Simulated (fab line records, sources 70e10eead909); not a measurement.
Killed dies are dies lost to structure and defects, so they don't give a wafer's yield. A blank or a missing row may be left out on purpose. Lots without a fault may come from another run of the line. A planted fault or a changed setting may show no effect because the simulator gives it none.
Chamber matching | flow nand_harc | NHARC_P_GATE_ALD_36 on ald_sin-02: 4 sister chambers
The step deposits SiNx, target thk 20 nm, pulse time 60 s, ald cycles 223. 4 wafers are shown with their chamber, then 8 later ones without.

WAFERS WITH THEIR CHAMBER
wafer  | chamber | heater_power_w (W)
L086.1 | 1       | 830
L086.2 | 3       | 772
L086.4 | 0       | 747
L089.2 | 2       | 811

WAFERS WITHOUT THEIR CHAMBER
wafer  | heater_power_w (W)
L089.4 | 736
L089.6 | 820
L092.4 | 809
L092.2 | 814
L092.5 | 797
L096.1 | 820
L096.5 | 830
L096.6 | 771

WHICH CHAMBER EACH WENT THROUGH
wafer  | from the rows above     | in truth
L089.4 | 0                       | 0
L089.6 | can't be placed: 2 or 1 | 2
L092.4 | 2                       | 2
L092.2 | can't be placed: 2 or 1 | 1
L092.5 | can't be placed: 2 or 3 | 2
L096.1 | can't be placed: 2 or 1 | 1
L096.5 | 1                       | 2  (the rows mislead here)
L096.6 | 3                       | 3
Placed correctly: 3 of 8. Can't be placed from these rows: 4 (the true chamber is among the candidates in 4). Placed wrongly: 1.
How it was worked out, from the rows above alone: a wafer's distance from a chamber is the root of the sum, over the readings, of the square of ((its reading less the chamber's mean) divided by the reading's scatter). The wafer belongs to the nearest chamber; if the next one is less than 2 further off, it can't be placed. A chamber's mean is the mean of its shown wafers. The scatter: with one shown wafer a chamber, the root of the mean of the squares of how far each hidden wafer lies from its nearest shown one.
